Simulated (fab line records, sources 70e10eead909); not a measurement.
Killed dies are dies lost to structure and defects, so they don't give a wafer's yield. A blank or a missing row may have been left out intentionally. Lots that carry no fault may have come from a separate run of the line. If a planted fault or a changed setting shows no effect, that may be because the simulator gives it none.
8D (eight disciplines) problem report, filled in by code | flow nand harc | the parts of the form that need people (team, actions taken, sign-off) are left out

== 1. THE ISSUE ==
At NHARC_A_M0_CMP_23, time to endpoint s averages 11 s over 3 wafers from 2 lots, while fault-free wafers read 30 s, standard deviation 3.5. That is -5.3 standard deviations from the usual mean.
The step: polishes, t overpolish 20 s, target thk 113.75 nm.
First seen on wafer L271.5, day 27 00:26, on cmp-04. Wafers with a number at this step in the record: 42, from 14 lots. Rule for "out" (also "out of limits"): further than 4 standard deviations from the usual mean. All remaining wafers that have a number are taken as sound.

== 2. WHAT IT IS; WHAT IT IS NOT ==
question                    | is                     | is not
which readings at this step | time to endpoint s     | motor current A
which lots                  | L271, L273             | L263, L264, L265, L267, L268, L269, L270, L272, L282, L283, L284, L285
which wafers of those lots  | L271.5, L273.1, L273.6 | L271.2, L271.3, L273.3
read on which tools         | cmp-03, cmp-04         | cmp-02
when                        | from day 27 00:26      | up to then (26 sound wafers); but 13 sound wafers of L273, L282, L283, L284, L285 came after

== 3. SUSPECTS, AND WHAT RULES EACH OUT ==
Counting: if a tool at a process step up to the reading ran every lot that is out, it stays a suspect. Sound lots after the first of them don't rule it out here, since some wafers of a struck lot are sound.
- pvd sputter-03 at NHARC_A_BLC_PVD_32 (deposits Ti, target thk 5 nm, time 17.7 s): kept. Ran every lot that is out, first one L271 (day 26 23:44); last sound lot up to then L269 (day 25 17:02). Because NHARC_A_BLC_PVD_32 lacks a start for some lots, the hours and order of its lots are taken from NHARC_A_M0_ECD_22.
- ecd cu-02 at NHARC_A_M0_ECD_22 (material Cu, target thk 400 nm): kept. Ran every lot that is out, first one L271 (day 26 23:44); last sound lot up to then L272 (day 26 18:50).
Left after counting: pvd sputter-03 at NHARC_A_BLC_PVD_32, ecd cu-02 at NHARC_A_M0_ECD_22.

== 4. THE CAUSE (what the simulator had put in) ==
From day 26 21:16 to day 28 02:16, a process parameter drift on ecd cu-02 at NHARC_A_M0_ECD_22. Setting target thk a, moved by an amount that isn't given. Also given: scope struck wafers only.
Of the 2 suspects that counting leaves, this tool is one.

== 5. THE EFFECT CHAIN, in route order ==
One row per reading whose mean, taken over the struck wafers that have a number, lies over 3 standard deviations from the usual. Only readings for which the record gives a usual standard deviation are gone through. hours: the time from each lot's start at the first step in this table that gives one to its start at this step, as a median over the lots. sigmas: the change in usual standard deviations.
hours | step              | reading            | usual | on struck wafers | change | sigmas
0     | NHARC_A_M0_CMP_23 | time to endpoint s | 30 s  | 11               | -19    | -5.3
Here are the process steps it includes:
- NHARC_A_M0_CMP_23: polishes, t overpolish 20 s, target thk 113.75 nm.

== 6. WHAT WOULD HAVE CAUGHT IT SOONER ==
3 hours passed between the start of the fault at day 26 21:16 and the first reading out of limits in this record, taken at day 27 00:26.
Lots out: 2; of these, L273 started NHARC_A_M0_ECD_22 on ecd cu-02 after day 27 00:26. A tool hold placed at that time would have kept it from harm.
